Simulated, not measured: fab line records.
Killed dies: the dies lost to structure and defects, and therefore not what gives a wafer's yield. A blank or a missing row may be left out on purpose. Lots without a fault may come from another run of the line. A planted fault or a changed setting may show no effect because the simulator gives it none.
fab line records -- flow nandHarc
record: lots: 14, wafers: 42, lastDay: 32
route steps=1302 shown A_STAIRCASE@832
lots with no fault: from the same line, run without faults
startH: hours from the record's opening day to when the first of the lot's shown wafers began -- waitH: hours from the lot's prior step to this one -- " identical to the entry in the row above -- L1.1+2: several wafers, shown together as one row -- - no value, or no start was given -- * or withheld: withheld -- < > ~ a bound
route shown NAME@n: a module of which the file shows steps, and the number in the route of the first -- usual: mean and standard deviation over wafers with no fault -- same: alike in all rows -- chamber/n: place in a boat -- sites: per-site readings -- _std_site: the values' standard deviation -- _edge_site: mean of outer sites minus mean of inner sites -- radiusMm: how far each site lies from the wafer's centre -- mask NAME#n: copy n -- behind: tool/chamber where the wafer was last shaped -- hold: the reason the lot was held/the length of the hold in hours/how it ended -- device: whichever transistor did not switch (one of n, p or np) -- end of line: the route-end tests of the same wafers -- a step given without rows: its recipe and nothing more -- killed: the dies lost at the first sort to structure and to defects; this is not the yield of the wafer -- map: a wafer's dies, marking killed ones x, the rest . and places with no die _
set.NAME: the setting the step ran with; set.NAME@STEP: the setting that earlier step ran with -- model.NAME: the simulator's own value behind a step, which no gauge read
route steps across a sampled set of lots; one table per step, one row per wafer
services: the hour from which a tool's chamber was out of use, counted from the record's first day as startH (under 0 if before that day), plus the number of hours and why
== steps ==
step: NHARC_A_STAIRCASE_HM_OPEN_463
recipe: o2FlowSccm: 400, cosFlowSccm: 20, arFlowSccm: 0, rfW: 500, biasW: 300, chemistry: O2/COS
usual: drypumpMotorCurrentA: 5.6/0.55, oesProductAu: 1.003/0.016, rfVppV: 468.1/3, showerheadPlenumPTorr: 3.16/0.14, throttleValvePct: 28.330/0.0091
lot.wafer,tool,chamber,startH,waitH,drypumpMotorCurrentA,oesProductAu,rfHoursCounterH,rfVppV,showerheadPlenumPTorr,throttleValvePct
L912.2,rieDiel-01,3,-,-,5.7,1.004,0,465.7,3.09,28.328
L912.5,rieDiel-01,2,-,-,6.7,1.012,-,473.6,3.31,28.330
L912.6,rieDiel-01,3,-,-,5.7,0.998,-,466.2,3.09,28.318
L911.2,rieDiel-01,2,-,-,6.7,1.020,2,471.4,3.31,28.330
L911.3,rieDiel-01,3,-,-,5.7,1.003,3,466.3,3.09,28.331
L911.4,rieDiel-01,0,-,-,5.8,1.016,3,471.8,3.23,28.334
L916.1,rieDiel-01,3,-,-,5.7,0.997,9,467.2,3.09,28.349
L916.3,rieDiel-01,0,-,-,5.8,1.006,12,469.5,3.23,28.324
L916.6,rieDiel-01,1,-,-,5.3,0.989,-,472.0,3.37,28.326
L915.4,rieDiel-11,0,-,-,4.7,1.020,50,466.3,3.06,28.336
L915.3,rieDiel-11,1,-,-,4.9,0.973,52,462.9,2.90,28.341
L915.6,rieDiel-11,3,-,-,5.6,1.013,-,465.6,3.06,28.332
L917.3,rieDiel-11,3,-,-,5.5,1.002,0,465.8,3.06,28.340
L917.2,rieDiel-11,0,-,-,4.7,1.016,0,465.7,3.06,28.325
L917.5,rieDiel-11,2,-,-,5.9,0.988,-,467.5,3.10,28.320
L919.2,rieDiel-06,1,-,-,6.0,1.014,50,462.3,2.90,28.323
L919.4,rieDiel-06,2,-,-,5.5,1.009,55,466.5,3.07,28.326
L919.5,rieDiel-06,3,-,-,5.8,1.003,-,464.2,2.90,28.340
L921.4,rieDiel-01,3,-,-,5.7,0.986,33,467.0,3.08,28.330
L921.1,rieDiel-01,0,-,-,5.8,1.038,27,469.2,3.22,28.330
L921.3,rieDiel-01,1,-,-,5.3,0.987,32,472.5,3.36,28.327
L920.3,rieDiel-01,2,-,-,6.7,1.008,29,471.8,3.30,28.326
L920.1,rieDiel-01,0,-,-,5.8,1.026,28,470.2,3.22,28.325
L920.4,rieDiel-01,1,-,-,5.2,0.995,33,471.9,3.36,28.328
L922.3,rieDiel-01,0,-,-,5.9,1.020,31,468.2,3.22,28.332
L922.6,rieDiel-01,0,-,-,5.8,1.033,-,468.6,3.22,28.336
L922.5,rieDiel-01,1,-,-,5.3,0.996,-,471.8,3.35,28.334
L923.1,rieDiel-11,3,-,-,5.5,1.012,24,466.3,3.05,28.323
L923.4,rieDiel-11,0,-,-,4.6,1.024,24,464.8,3.05,28.310
L923.6,rieDiel-11,2,-,-,6.0,0.976,-,466.5,3.09,28.308
L926.4,rieDiel-01,1,-,-,5.3,0.988,54,471.7,3.34,28.334
L926.5,rieDiel-01,3,-,-,5.7,0.988,-,465.3,3.07,28.324
L926.6,rieDiel-01,0,-,-,5.8,1.011,-,470.7,3.21,28.329
L927.3,rieDiel-06,2,-,-,5.5,1.031,20,466.8,3.06,28.327
L927.5,rieDiel-06,2,-,-,5.6,1.031,-,465.7,3.06,28.326
L927.4,rieDiel-06,1,-,-,6.0,1.020,-,473.2,3.36,28.335
L931.4,rieDiel-11,3,-,-,5.5,1.007,52,466.3,3.04,28.328
L931.1,rieDiel-11,0,-,-,4.7,1.022,52,467.7,3.04,28.329
L931.3,rieDiel-11,1,-,-,4.9,0.972,43,472.7,3.35,28.337
L934.1,rieDiel-01,0,-,-,5.8,0.996,13,468.8,3.20,28.320
L934.3,rieDiel-01,1,-,-,5.3,0.990,10,470.0,3.34,28.328
L934.4,rieDiel-01,2,-,-,6.7,1.016,9,470.1,3.28,28.324
step: NHARC_A_STAIRCASE_ETCH_453
recipe: targetDepthA: 300, overetchA: 30, timeS: 16.5, ionEnergyEv: 100, cf4FlowSccm: 80, o2FlowSccm: 20, arFlowSccm: 0, rfW: 300, biasW: 100, chemistry: CF4/O2
usual: drypumpMotorCurrentA: 5.6/0.58, oesProductAu: 1.002/0.017, rfVppV: 198.2/1.5, showerheadPlenumPTorr: 1.36/0.062, throttleValvePct: 13.398/0.0089
lot.wafer,tool,chamber,startH,waitH,drypumpMotorCurrentA,oesProductAu,rfHoursCounterH,rfVppV,showerheadPlenumPTorr,throttleValvePct
L912.2,rieDiel-01,2,-,-,6.7,1.012,0,200.2,1.42,13.398
L912.5,rieDiel-01,3,-,-,5.7,0.995,-,197.7,1.32,13.416
L912.6,rieDiel-01,0,-,-,5.8,1.011,-,198.6,1.39,13.382
L911.4,rieDiel-01,2,-,-,6.7,1.015,2,200.0,1.42,13.385
L911.2,rieDiel-01,0,-,-,5.8,1.017,3,199.0,1.38,13.397
L911.3,rieDiel-01,1,-,-,5.2,0.995,3,200.5,1.45,13.402
L916.1,rieDiel-01,0,-,-,5.8,1.009,12,199.0,1.38,13.400
L916.3,rieDiel-01,1,-,-,5.2,0.990,12,200.0,1.44,13.402
L916.6,rieDiel-01,0,-,-,5.8,1.011,-,199.3,1.38,13.393
L915.3,rieDiel-11,0,-,-,4.7,1.003,50,196.5,1.31,13.403
L915.4,rieDiel-11,1,-,-,4.8,0.970,52,196.1,1.24,13.399
L915.6,rieDiel-11,0,-,-,4.7,1.013,-,196.5,1.31,13.384
L917.2,rieDiel-11,2,-,-,5.9,0.997,0,198.2,1.33,13.400
L917.3,rieDiel-11,0,-,-,4.7,1.028,0,198.1,1.31,13.412
L917.5,rieDiel-11,2,-,-,6.0,0.985,-,196.2,1.33,13.403
L919.2,rieDiel-06,3,-,-,5.7,1.003,56,196.0,1.24,13.394
L919.4,rieDiel-06,0,-,-,5.8,1.002,51,196.0,1.25,13.392
L919.5,rieDiel-06,2,-,-,5.5,1.023,-,197.6,1.31,13.402
L921.4,rieDiel-01,3,-,-,5.7,0.998,33,196.8,1.32,13.402
L921.3,rieDiel-01,1,-,-,5.3,0.996,32,200.3,1.44,13.392
L921.1,rieDiel-01,2,-,-,6.7,1.012,28,198.8,1.41,13.403
L920.4,rieDiel-01,1,-,-,5.3,0.997,33,200.0,1.44,13.398
L920.3,rieDiel-01,2,-,-,6.7,1.006,29,199.0,1.41,13.393
L920.1,rieDiel-01,0,-,-,5.8,1.019,28,198.4,1.38,13.378
L922.3,rieDiel-01,3,-,-,5.7,0.997,37,198.1,1.31,13.389
L922.5,rieDiel-01,0,-,-,5.8,1.029,-,198.8,1.38,13.389
L922.6,rieDiel-01,1,-,-,5.3,0.998,-,198.1,1.44,13.393
L923.1,rieDiel-11,1,-,-,4.9,0.983,17,198.9,1.44,13.392
L923.4,rieDiel-11,3,-,-,5.5,1.005,25,196.2,1.30,13.400
L923.6,rieDiel-11,1,-,-,4.9,0.984,-,199.3,1.44,13.397
L926.4,rieDiel-01,3,-,-,5.7,0.999,53,198.0,1.31,13.379
L926.5,rieDiel-01,1,-,-,5.2,1.000,-,199.5,1.43,13.382
L926.6,rieDiel-01,2,-,-,6.7,1.012,-,199.6,1.41,13.386
L927.3,rieDiel-06,0,-,-,5.7,0.984,19,195.9,1.24,13.392
L927.5,rieDiel-06,0,-,-,5.7,0.977,-,196.9,1.24,13.407
L927.4,rieDiel-06,2,-,-,5.5,1.040,-,197.8,1.31,13.409
L931.3,rieDiel-11,2,-,-,5.9,0.980,47,196.7,1.32,13.396
L931.4,rieDiel-11,3,-,-,5.5,1.015,52,198.9,1.30,13.404
L931.1,rieDiel-11,1,-,-,4.9,0.977,43,199.5,1.44,13.391
L934.4,rieDiel-01,1,-,-,5.2,0.980,10,199.4,1.43,13.403
L934.3,rieDiel-01,2,-,-,6.7,1.012,9,198.9,1.41,13.409
L934.1,rieDiel-01,3,-,-,5.7,1.006,12,196.6,1.31,13.407
step: NHARC_A_STAIRCASE_STRIP_316
recipe: o2FlowSccm: 500, arFlowSccm: 0, biasW: 0, chemistry: O2
usual: drypumpMotorCurrentA: 5.6/0.58, oesProductAu: 1.001/0.017, rfVppV: 57.9/0.84, showerheadPlenumPTorr: 3.58/0.16, throttleValvePct: 17.037/0.01
lot.wafer,tool,chamber,startH,waitH,drypumpMotorCurrentA,oesProductAu,rfHoursCounterH,rfVppV,showerheadPlenumPTorr,throttleValvePct
L912.2,rieDiel-01,3,-,-,5.7,1.011,1,58.8,3.50,17.054
L912.5,rieDiel-01,1,-,-,5.3,0.988,-,58.4,3.81,17.047
L912.6,rieDiel-01,2,-,-,6.7,1.016,-,56.5,3.74,17.034
L911.2,rieDiel-01,0,-,-,5.8,1.010,4,58.3,3.65,17.052
L911.4,rieDiel-01,1,-,-,5.2,0.992,3,58.5,3.81,17.030
L911.3,rieDiel-01,3,-,-,5.7,1.000,3,58.9,3.49,17.049
L916.1,rieDiel-01,2,-,-,6.7,1.013,9,58.4,3.74,17.047
L916.3,rieDiel-01,0,-,-,5.8,1.011,12,57.4,3.65,17.030
L916.6,rieDiel-01,2,-,-,6.7,1.012,-,57.6,3.74,17.033
L915.4,rieDiel-11,0,-,-,4.7,1.019,51,57.5,3.46,17.046
L915.3,rieDiel-11,2,-,-,6.0,1.012,49,57.7,3.51,17.036
L915.6,rieDiel-11,3,-,-,5.5,1.013,-,56.4,3.46,17.053
L917.3,rieDiel-11,2,-,-,5.9,0.994,1,57.8,3.51,17.020
L917.2,rieDiel-11,3,-,-,5.5,0.996,1,57.9,3.46,17.038
L917.5,rieDiel-11,3,-,-,5.5,1.001,-,57.2,3.46,17.034
L919.4,rieDiel-06,3,-,-,5.7,1.012,56,57.0,3.29,17.025
L919.2,rieDiel-06,1,-,-,6.0,1.002,50,55.9,3.28,17.033
L919.5,rieDiel-06,3,-,-,5.8,1.009,-,57.8,3.28,17.037
L921.1,rieDiel-01,0,-,-,5.8,1.020,27,57.4,3.64,17.051
L921.3,rieDiel-01,2,-,-,6.7,1.005,28,59.0,3.73,17.021
L921.4,rieDiel-01,3,-,-,5.7,0.987,34,57.4,3.48,17.040
L920.1,rieDiel-01,0,-,-,5.8,1.020,29,57.6,3.64,17.038
L920.4,rieDiel-01,2,-,-,6.8,1.011,30,59.5,3.73,17.048
L920.3,rieDiel-01,3,-,-,5.7,0.985,35,58.3,3.48,17.020
L922.3,rieDiel-01,0,-,-,5.8,1.018,31,57.7,3.64,17.037
L922.6,rieDiel-01,3,-,-,5.7,0.988,-,57.6,3.48,17.028
L922.5,rieDiel-01,0,-,-,5.8,1.021,-,57.6,3.64,17.054
L923.4,rieDiel-11,1,-,-,4.9,0.981,17,57.6,3.80,17.024
L923.1,rieDiel-11,0,-,-,4.7,1.012,24,58.1,3.45,17.033
L923.6,rieDiel-11,1,-,-,4.9,0.985,-,58.8,3.80,17.052
L926.4,rieDiel-01,1,-,-,5.3,0.990,55,58.0,3.78,17.025
L926.5,rieDiel-01,0,-,-,5.8,1.011,-,57.0,3.63,17.037
L926.6,rieDiel-01,1,-,-,5.2,0.991,-,57.3,3.78,17.032
L927.3,rieDiel-06,2,-,-,5.6,1.039,21,58.9,3.45,17.025
L927.4,rieDiel-06,0,-,-,5.7,0.990,-,56.3,3.30,17.053
L927.5,rieDiel-06,1,-,-,6.0,1.011,-,57.8,3.80,17.041
L931.4,rieDiel-11,0,-,-,4.7,1.012,52,58.8,3.43,17.064
L931.1,rieDiel-11,1,-,-,4.9,0.964,43,58.7,3.78,17.033
L931.3,rieDiel-11,2,-,-,6.0,0.974,48,57.1,3.48,17.041
L934.1,rieDiel-01,3,-,-,5.7,1.006,13,56.5,3.46,17.029
L934.4,rieDiel-01,0,-,-,5.8,0.996,14,57.4,3.61,17.037
L934.3,rieDiel-01,1,-,-,5.3,0.984,10,58.2,3.77,17.030
step: NHARC_A_STAIRCASE_EXPOSE_438
recipe: na: 0.5, doseMj: 28.97, maskId: STAIR_REV
usual: exposureDoseMJCm2: 28.97/0.03, focusOffsetNm: -0.1/0.54
lot.wafer,tool,chamber,startH,waitH,mask,exposureDoseMJCm2,focusOffsetNm
L912.2,krfScanner-02,0,439.88,-,STAIR_REV#0,28.95,0.6
L912.5,krfScanner-02,0,439.88,-,STAIR_REV#0,28.95,0.2
L912.6,krfScanner-02,0,439.88,-,STAIR_REV#0,28.94,0.4
L911.2,krfScanner-03,0,440.24,-,STAIR_REV#0,28.97,0.4
L911.3,krfScanner-03,0,440.24,-,STAIR_REV#0,28.95,0.8
L911.4,krfScanner-03,0,440.24,-,STAIR_REV#0,28.99,0.5
L916.1,krfScanner-03,0,458.99,-,STAIR_REV#0,28.99,-0.2
L916.3,krfScanner-03,0,458.99,-,STAIR_REV#0,28.99,-0.2
L916.6,krfScanner-03,0,458.99,-,STAIR_REV#0,28.95,-0.8
L915.3,krfScanner-01,0,469.33,-,STAIR_REV#0,28.95,0.2
L915.4,krfScanner-01,0,469.33,-,STAIR_REV#0,28.94,0.5
L915.6,krfScanner-01,0,469.33,-,STAIR_REV#0,28.99,-0.2
L917.2,krfScanner-02,0,488.33,-,STAIR_REV#0,28.95,-0.5
L917.3,krfScanner-02,0,488.33,-,STAIR_REV#0,28.98,0.1
L917.5,krfScanner-02,0,488.33,-,STAIR_REV#0,29.00,0.7
L919.2,krfScanner-01,0,508.82,-,STAIR_REV#0,28.99,0.3
L919.4,krfScanner-01,0,508.82,-,STAIR_REV#0,28.94,0.1
L919.5,krfScanner-01,0,508.82,-,STAIR_REV#0,28.97,-0.7
L920.1,krfScanner-03,0,526.01,-,STAIR_REV#0,28.94,-1.0
L920.3,krfScanner-03,0,526.01,-,STAIR_REV#0,28.99,-0.5
L920.4,krfScanner-03,0,526.01,-,STAIR_REV#0,28.94,0.0
L921.1,krfScanner-03,0,526.04,-,STAIR_REV#0,29.03,-1.0
L921.3,krfScanner-03,0,526.04,-,STAIR_REV#0,28.97,-0.7
L921.4,krfScanner-03,0,526.04,-,STAIR_REV#0,28.92,-0.2
L922.3,krfScanner-01,0,536.24,-,STAIR_REV#0,28.93,-0.4
L922.5,krfScanner-01,0,536.24,-,STAIR_REV#0,28.96,-0.4
L922.6,krfScanner-01,0,536.24,-,STAIR_REV#0,28.94,-0.7
L923.1,krfScanner-02,0,551.45,-,STAIR_REV#0,28.92,-0.5
L923.4,krfScanner-02,0,551.45,-,STAIR_REV#0,28.96,-0.8
L923.6,krfScanner-02,0,551.45,-,STAIR_REV#0,28.96,-0.1
L926.4,krfScanner-01,-,576.80,-,STAIR_REV#0,-,-
L926.5,krfScanner-01,-,576.80,-,STAIR_REV#0,-,-
L926.6,krfScanner-01,-,576.80,-,STAIR_REV#0,-,-
L927.3,krfScanner-02,-,588.47,-,STAIR_REV#0,-,-
L927.4,krfScanner-02,-,588.47,-,STAIR_REV#0,-,-
L927.5,krfScanner-02,-,588.47,-,STAIR_REV#0,-,-
L931.1,krfScanner-01,0,628.30,-,STAIR_REV#0,28.93,-1.3
L931.3,krfScanner-01,0,628.30,-,STAIR_REV#0,28.98,-1.5
L931.4,krfScanner-01,0,628.30,-,STAIR_REV#0,28.98,-1.0
L934.1,krfScanner-02,0,646.16,-,STAIR_REV#0,28.99,-0.2
L934.3,krfScanner-02,0,646.16,-,STAIR_REV#0,28.93,-0.1
L934.4,krfScanner-02,0,646.16,-,STAIR_REV#0,28.91,0.0
== services ==
tool,chamber,startH,hours,kind
krfScanner-03,-,369.52,0.4,repair
rieDiel-01,-,382.14,9.0,pm
rieDiel-01,0,382.14,9.0,ventCycle
rieDiel-01,1,382.14,9.0,ventCycle
rieDiel-01,2,382.14,9.0,ventCycle
krfScanner-02,-,393.65,4.0,pm
krfScanner-03,-,410.85,0.6,repair
krfScanner-03,-,416.15,4.0,pm
rieDiel-11,-,434.35,9.0,pm
rieDiel-01,0,441.28,19.2,repair
rieDiel-01,2,464.25,5.7,repair
rieDiel-06,0,471.24,7.3,repair
krfScanner-01,-,484.00,4.0,pm
rieDiel-06,-,484.20,9.0,pm
krfScanner-03,-,512.28,2.4,repair
krfScanner-01,-,514.71,0.2,repair
krfScanner-01,-,524.20,0.6,repair
krfScanner-03,-,550.10,1.4,repair
krfScanner-02,-,556.03,1.5,repair
rieDiel-01,-,559.14,9.0,pm
krfScanner-02,-,565.65,4.0,pm
krfScanner-02,-,572.33,0.2,repair
krfScanner-03,-,588.15,4.0,pm
rieDiel-11,-,611.35,9.0,pm
== key ==
firstSign: step: NHARC_A_STAIRCASE_EXPOSE_438, reading: toolRecord, direction: missing
effect none on later readings
metAt NHARC_A_STAIRCASE_EXPOSE_438
struckLots L926,L927
laterRowsLeftOut L926.4,L926.5,L926.6,L927.3,L927.4,L927.5
sortLeftOut L926.4,L926.5,L926.6,L927.3,L927.4,L927.5
testerLeftOut L926,L927
notActingAt NHARC_A_STAIRCASE_HM_OPEN_463,NHARC_A_STAIRCASE_ETCH_453,NHARC_A_STAIRCASE_STRIP_316
onsetBetween 551.45 576.80
fault: kind: skippedStepWhole, tool: krfScanner-01,krfScanner-02, chamber: -, onsetH: 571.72, steps: NHARC_A_STAIRCASE_EXPOSE_438, scope: struckLotsOnly
testerLeftOut: of these lots the tester's yield and bins aren't shown, on N5 and GAA mostly nor the transistor test; their killed dies are dies lost to structure and defects alone, not to doping, threshold or leakage, so they don't give the yield
sortLeftOut: the simulated sort isn't trusted on such a fault, so these wafers' sort isn't shown, and their yield isn't known
laterRowsLeftOut: the simulator's readings of these wafers behind a module that went badly wrong aren't trusted and aren't shown, but for the sort
